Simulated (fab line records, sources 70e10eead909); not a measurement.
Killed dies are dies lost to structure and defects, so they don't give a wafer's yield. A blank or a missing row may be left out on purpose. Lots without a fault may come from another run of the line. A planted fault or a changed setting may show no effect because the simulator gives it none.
fab line records | flow nand_harc
record lots=5 wafers=15 last_day=32
route steps=1302 shown A_DECK1_JOINT@530 END@1302
lots that met no fault: from a run of the same line without faults
start_h: hours from the record's first day to the start of the lot's first wafer shown | wait_h: hours since the lot's step before | " the same as in the row above | L1.1+2: a row that stands for several wafers | - no value, or no start given | * or withheld: withheld | < > ~ a bound
route shown NAME@n: a module of which the file shows steps, and the number in the route of the first | usual: mean/standard deviation of fault-free wafers | same: alike in all rows | chamber/n: place in a boat | sites: the reading at each site | _std_site: their standard deviation | _edge_site: outer sites' mean less inner sites' | radius_mm: how far each site lies from the wafer's centre | mask NAME#n: copy n | behind: the tool/chamber that last shaped the wafer | hold: why the lot was held/for how many hours/how that ended | device: the transistor (n, p or np) that didn't switch | end of line: the same wafers' tests at the end of the route | a step without rows: its recipe alone | killed: dies lost to structure and defects at the first sort, not the wafer's yield | map: a wafer's dies, x killed, . not, _ none there
set.NAME: the setting as run; set.NAME@STEP: as run at that earlier step | model.NAME: the simulator's own value behind a step, which no gauge read
lots at some steps of the route; a table a step, a row a wafer
services: from which hour (start_h, from the record's first day; less than 0 if before it) a tool's chamber was out of use, for how many hours, and why
## steps
# step NHARC_A_DECK1_JOINT_ETCHBACK_00
# recipe target_depth_a=300 time_s=17.4 hbr_flow_sccm=150 rf_w=350 icp_w=350 bias_w=60 chemistry=HBr
# usual bias_w=59.98/0.18 drypump_motor_current_A=5.7/0.46 oes_product_au=0.999/0.0095 throttle_valve_pct=23.267/0.0096
# columns lot.wafer tool chamber start_h wait_h bias_w drypump_motor_current_A oes_product_au rf_hours_counter_h throttle_valve_pct
L196.4 rie_si-05 0 262.60 0.1 60.25 5.3 1.000 1.0 23.293
L196.3 " 3 " " 60.14 5.3 1.004 0.9 23.260
L196.6 " 0 " " 60.12 5.3 0.997 - 23.267
L205.3 rie_si-06 2 357.67 0.1 59.65 5.6 1.009 0.4 23.265
L205.4 " 0 " " 59.65 6.2 1.006 0.7 23.259
L205.5 " 1 " " 60.17 5.2 1.015 - 23.259
L206.1 rie_si-03 1 361.87 0.1 59.80 5.1 0.994 1.0 23.260
L206.5 " 2 " " 59.97 6.6 0.991 - 23.267
L206.4 " 0 " " 59.98 6.3 0.988 - 23.246
L216.1 rie_si-05 3 456.93 0.1 59.77 5.3 1.015 1.0 23.262
L216.3 " 0 " " 60.11 5.3 1.026 0.9 23.267
L216.6 " 2 " " 60.08 5.9 1.003 - 23.271
L217.3 rie_si-06 0 466.01 0.1 60.15 6.2 1.020 0.2 23.260
L217.1 " 1 " " 60.10 5.2 0.992 0.2 23.269
L217.5 " 1 " " 60.07 5.2 0.985 - 23.246
# step NHARC_A_DECK1_JOINT_PRECLEAN_30
# recipe time_s=* temp_c=50 bath_age_min=0 chemistry=SC1
# step NHARC_A_DECK1_JOINT_SRD_31
# step NHARC_A_DECK1_JOINT_CVD_34
# recipe target_thk_a=200 temp_c=700 pressure_mtorr=300 material=SiNx
# step NHARC_A_DECK1_JOINT_DEP_06
# recipe target_thk_a=800 temp_c=65 material=SiOx
# step NHARC_A_DECK1_JOINT_CURE_26
# recipe temp_c=150 time_s=32 pressure_atm=0.395
# step NHARC_A_DECK1_JOINT_ANNEAL_27
# recipe temp_c=400 time_s=3600 idle_temp_c=300 ramp_up_c_per_min=10 densification_p_h2o_torr=640
# step NHARC_A_DECK1_JOINT_ANNEAL_28
# recipe temp_c=500 time_s=1800 idle_temp_c=400 ramp_up_c_per_min=10 densification_p_h2o_torr=640
# step NHARC_A_DECK1_JOINT_ANNEAL_29
# recipe temp_c=750 time_s=1800 idle_temp_c=500 ramp_up_c_per_min=10 ramp_down_c_per_min=3
# step NHARC_A_DECK1_JOINT_CMP_02
# recipe material=SiOx
# usual motor_current_A=12.1/1.2
# columns lot.wafer tool chamber start_h wait_h motor_current_A
L196.3 cmp-03 0 287.10 0.4 11.5
L196.4 " 1 " " 12.1
L196.6 " 3 " " 12.6
L205.4 cmp-01 0 381.20 0.4 12.9
L205.3 " 1 " " 11.2
L205.5 " 3 " " 12.0
L206.4 cmp-04 3 387.62 0.4 11.2
L206.1 " 2 " " 14.3
L206.5 " 0 " " 11.3
L216.1 cmp-01 1 480.01 0.4 11.3
L216.3 " 3 " " 12.7
L216.6 " 2 " " 10.4
L217.1 cmp-04 0 485.90 0.4 10.7
L217.3 " 1 " " 11.2
L217.5 " 3 " " 11.1
# step NHARC_A_DECK1_JOINT_SRD_15
# step NHARC_A_DECK1_JOINT_DEP_16
# recipe target_thk_a=450 temp_c=400 pressure_torr=6.5 rf_w=900 teos_flow_sccm=161.4 flow_sccm=2650 target_thk_nm=45 gas=O2 material=SiO2
# usual chamber_pressure_Torr=6.501/0.014 heater_power_w=525/63 throttle_valve_pct=15.9/0.53
# columns lot.wafer tool chamber start_h wait_h chamber_pressure_Torr heater_power_w throttle_valve_pct
L196.3 pecvd-01 2 287.44 0.1 6.492 495 16.3
L196.4 " 2 " " 6.500 482 16.3
L196.6 " 0 " " 6.503 596 15.0
L205.3 pecvd-01 1 381.72 0.3 6.500 614 16.4
L205.5 " 2 " " 6.508 522 15.8
L205.4 " 0 " " 6.512 548 15.1
L206.1 pecvd-01 2 388.04 0.1 6.504 517 15.5
L206.5 " 2 " " 6.484 527 15.8
L206.4 " 0 " " 6.506 555 14.9
L216.1 pecvd-01 2 480.44 0.1 6.477 409 15.6
L216.3 " 1 " " 6.516 615 16.4
L216.6 " 2 " " 6.520 412 16.1
L217.1 pecvd-01 2 486.29 0.1 6.486 408 15.8
L217.3 " 0 " " 6.486 539 14.9
L217.5 " 1 " " 6.486 544 16.5
# step NHARC_A_DECK1_JOINT_THK_MEAS_17
# recipe thk_meas_gauge=ellipsometry
# usual thk_nm=44.7/1.2
# columns lot.wafer tool chamber start_h wait_h thk_nm
L196.3 film_metro-01 - 287.72 0.3 44.9
L196.4 " - " " 45.6
L196.6 " - " " 45.7
L205.3 film_metro-01 - 382.00 0.3 48.0
L205.4 " - " " 46.6
L205.5 " - " " 45.8
L206.1 film_metro-01 - 388.29 0.2 43.4
L206.4 " - " " 50.9
L206.5 " - " " 49.5
L216.1 film_metro-01 - 480.72 0.3 44.8
L216.3 " - " " 45.4
L216.6 " - " " 43.2
L217.1 film_metro-01 - 486.54 0.2 43.9
L217.3 " - " " 45.7
L217.5 " - " " 46.3
# step NHARC_A_DECK1_JOINT_INSPECT_05
# usual raw_defect_count=318/130
# columns lot.wafer tool chamber start_h wait_h raw_defect_count
L196.3 defect_inspect-01 - 287.76 0.0 420
L196.4 " - " " 249
L196.6 " - " " 403
L205.3 defect_inspect-02 - 382.04 0.0 322
L205.4 " - " " 283
L205.5 " - " " 245
L206.1 defect_inspect-01 - 388.32 0.0 316
L206.4 " - " " 380
L206.5 " - " " 409
L216.1 defect_inspect-02 - 480.76 0.0 542
L216.3 " - " " 632
L216.6 " - " " 320
L217.1 defect_inspect-01 - 486.58 0.0 168
L217.3 " - " " 128
L217.5 " - " " 220
# step NHARC_END_SORT_01
# recipe temp_c=25
# usual killed_at_array=55/15 killed_at_other=1.0/1.2 killed_at_periphery=3.4/2.2 killed_dies=59/15 killed_open=3.2/2 killed_short=2.5/1.7
# same gross_dies=677
# columns lot.wafer tool chamber start_h wait_h killed_at_array killed_at_other killed_at_periphery killed_dies killed_open killed_short
L196.3 prober-01 0 572.01 3.1 63 5 1 69 5 5
L196.4 prober-01 0 572.80 3.4 57 2 1 60 1 0
L196.6 prober-01 0 574.38 4.0 58 2 1 61 5 3
L206.1 prober-02 0 677.60 2.5 71 0 3 74 3 5
L206.4 prober-02 0 679.97 3.4 81 0 4 85 2 2
L206.5 prober-02 0 680.76 3.7 71 0 8 79 5 3
L205.3 prober-01 0 679.18 3.1 37 0 6 43 5 6
L205.4 prober-01 0 679.98 3.4 36 0 7 43 4 4
L205.5 prober-01 0 680.79 3.7 31 0 6 37 2 1
L217.1 prober-02 0 772.72 2.5 55 1 3 59 2 0
L217.3 prober-02 0 774.30 3.1 54 1 1 56 3 0
L217.5 prober-02 0 775.88 3.7 54 1 2 57 7 2
L216.1 prober-01 0 772.73 2.5 56 5 6 67 3 1
L216.3 prober-01 0 774.31 3.1 58 3 3 64 2 3
L216.6 prober-01 0 776.68 4.0 61 5 2 68 2 1
# killed by level:class
L196.3 A_CHANNEL_HOLE_D1:chamber_film_flake=31 A_CHANNEL_HOLE_D2:chamber_film_flake=11 A_CONTACT:chamber_film_flake=5 THIN_TSV:chamber_film_flake=4 A_ONON_D2:geometric_particle:short=3 A_STAIRCASE:chamber_film_flake=3 A_BONDPAD:chamber_film_flake=3 A_CHANNEL_FILL_D2:geometric_particle:open=2
L196.4 A_CHANNEL_HOLE_D2:chamber_film_flake=34 A_CHANNEL_HOLE_D1:chamber_film_flake=11 A_CONTACT:chamber_film_flake=9 THIN_TSV:chamber_film_flake=2 A_ONON_D1:geometric_particle:open=1 P_STI:chamber_film_flake=1 A_M1:chamber_film_flake=1 A_BONDPAD:chamber_film_flake=1
L196.6 A_CHANNEL_HOLE_D1:chamber_film_flake=30 A_CHANNEL_HOLE_D2:chamber_film_flake=15 A_BONDPAD:chamber_film_flake=3 A_ONON_D2:geometric_particle:open=2 A_STAIRCASE:chamber_film_flake=2 P_CONTACT:geometric_particle:open=1 A_ONON_D1:geometric_particle:short=1 A_CHANNEL_FILL_D1:geometric_particle:open=1
L206.1 A_SLIT:chamber_film_flake=33 A_CHANNEL_HOLE_D1:chamber_film_flake=17 A_STAIRCASE:chamber_film_flake=13 P_M0:geometric_particle:short=2 A_WL_FILL:geometric_particle:short=2 A_ONON_D1:geometric_particle:open=1 A_ONON_D1:geometric_particle:short=1 A_ONON_D2:geometric_particle:open=1
L205.3 A_CHANNEL_HOLE_D2:chamber_film_flake=12 A_CHANNEL_HOLE_D1:chamber_film_flake=5 P_M1:chamber_film_flake=3 A_DECK1_JOINT:chamber_film_flake=3 A_DECK1_JOINT:geometric_particle:short=2 A_M0:geometric_particle:open=2 A_STAIRCASE:chamber_film_flake=2 A_SLIT:chamber_film_flake=2
L206.4 A_SLIT:chamber_film_flake=38 A_CHANNEL_HOLE_D1:chamber_film_flake=30 A_STAIRCASE:chamber_film_flake=4 A_CONTACT:chamber_film_flake=4 P_GATE:chamber_film_flake=3 P_GATE:geometric_particle:open=1 A_CHANNEL_FILL_D1:geometric_particle:short=1 A_CHANNEL_FILL_D1:geometric_particle:open=1
L205.4 A_CHANNEL_HOLE_D2:chamber_film_flake=16 A_STAIRCASE:chamber_film_flake=4 P_M1:chamber_film_flake=3 A_CHANNEL_HOLE_D1:chamber_film_flake=3 A_CONTACT:chamber_film_flake=3 A_ZERO_WELL:chamber_film_flake=2 A_SLIT:chamber_film_flake=2 P_CONTACT:geometric_particle:short=1
L206.5 A_SLIT:chamber_film_flake=36 A_CHANNEL_HOLE_D1:chamber_film_flake=17 A_STAIRCASE:chamber_film_flake=8 P_GATE:chamber_film_flake=4 A_ZERO_WELL:chamber_film_flake=3 A_WL_FILL:geometric_particle:short=2 A_CONTACT:chamber_film_flake=2 P_CONTACT:geometric_particle:open=1
L205.5 A_CHANNEL_HOLE_D2:chamber_film_flake=18 A_SLIT:chamber_film_flake=4 P_M0:geometric_particle:open=2 P_M1:chamber_film_flake=2 A_CHANNEL_HOLE_D1:chamber_film_flake=2 A_STAIRCASE:chamber_film_flake=2 A_CHANNEL_FILL_D1:geometric_particle:short=1 P_GATE:chamber_film_flake=1
L217.1 A_CHANNEL_HOLE_D2:chamber_film_flake=30 A_CONTACT:chamber_film_flake=9 A_SLIT:chamber_film_flake=5 A_CHANNEL_HOLE_D1:chamber_film_flake=3 A_CHANNEL_HOLE_D1:unspecified=2 A_CHANNEL_FILL_D1:chamber_film_flake=2 A_DECK1_JOINT:chamber_film_flake=2 P_GATE:geometric_particle:open=1
L216.1 A_SLIT:chamber_film_flake=31 A_CHANNEL_HOLE_D1:chamber_film_flake=12 A_CONTACT:chamber_film_flake=8 P_M2:chamber_film_flake=4 THIN_TSV:chamber_film_flake=4 P_CONTACT:geometric_particle:open=1 A_ONON_D1:geometric_particle:open=1 A_CHANNEL_HOLE_D1:geometric_particle:open=1
L217.3 A_CHANNEL_HOLE_D2:chamber_film_flake=30 A_CONTACT:chamber_film_flake=6 A_SLIT:chamber_film_flake=5 A_CHANNEL_HOLE_D1:chamber_film_flake=3 A_DECK1_JOINT:chamber_film_flake=3 A_ONON_D2:geometric_particle:open=2 A_STAIRCASE:chamber_film_flake=2 P_GATE:geometric_particle:open=1
L216.3 A_SLIT:chamber_film_flake=26 A_CHANNEL_HOLE_D1:chamber_film_flake=20 A_CONTACT:chamber_film_flake=4 THIN_TSV:chamber_film_flake=3 P_GATE:chamber_film_flake=2 A_ONON_D1:geometric_particle:short=1 A_DECK1_JOINT:geometric_particle:open=1 A_SGD_CUT:geometric_particle:short=1
L217.5 A_CHANNEL_HOLE_D2:chamber_film_flake=23 A_CONTACT:chamber_film_flake=10 A_CHANNEL_HOLE_D1:chamber_film_flake=5 A_CHANNEL_FILL_D1:chamber_film_flake=4 A_ONON_D1:geometric_particle:open=2 A_SLIT:chamber_film_flake=2 A_STAIRCASE:chamber_film_flake=2 P_CONTACT:geometric_particle:open=1
L216.6 A_SLIT:chamber_film_flake=34 A_CHANNEL_HOLE_D1:chamber_film_flake=15 THIN_TSV:chamber_film_flake=5 A_CONTACT:chamber_film_flake=4 A_BONDPAD:chamber_film_flake=2 P_CONTACT:geometric_particle:open=1 A_CHANNEL_FILL_D2:geometric_particle:short=1 A_M0:geometric_particle:open=1
## services
# columns tool chamber start_h hours kind
rie_si-06 - 249.00 9.0 pm
cmp-01 - 284.39 4.0 pm
rie_si-05 - 293.18 0.2 repair
pecvd-01 0 294.03 15.4 repair
cmp-04 - 303.81 1.5 repair
rie_si-05 - 305.00 9.0 pm
cmp-04 - 307.00 4.0 pm
pecvd-01 - 311.54 13.0 pm
cmp-04 - 320.18 0.4 repair
cmp-04 - 323.20 1.7 repair
cmp-01 - 349.08 0.8 repair
cmp-01 - 382.39 4.0 pm
rie_si-05 2 389.72 24.9 repair
pecvd-01 1 394.54 4.4 repair
cmp-04 - 405.00 4.0 pm
cmp-01 - 420.18 2.3 repair
cmp-04 - 421.66 0.5 repair
rie_si-06 - 426.00 9.0 pm
pecvd-01 - 436.02 0.5 repair
rie_si-06 2 437.67 3.1 repair
pecvd-01 - 456.57 1.1 repair
rie_si-06 0 466.36 6.1 repair
rie_si-06 - 470.94 1.3 repair
cmp-01 - 472.13 0.8 repair
## key
first_sign step=NHARC_A_DECK1_JOINT_THK_MEAS_17 reading=thk_nm direction=up sigmas=4.5 usual=44.7 struck=50.2
effect none on later readings
met_at NHARC_A_DECK1_JOINT_DEP_16
struck_wafers L206.4,L206.5
tester_left_out L206
onset_between 381.72 388.04
fault kind=process_parameter_drift tool=pecvd-01 chamber=- onset_h=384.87 steps=NHARC_A_DECK1_JOINT_DEP_16 channel=target_thk_nm offset=5.9536 shape=step end_h=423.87 scope=struck_wafers_only acts_in=these_recipes_only stated=45
# tester_left_out: of these lots the tester's yield and bins aren't shown, on N5 and GAA mostly nor the transistor test; their killed dies are dies lost to structure and defects alone, not to doping, threshold or leakage, so they don't give the yield
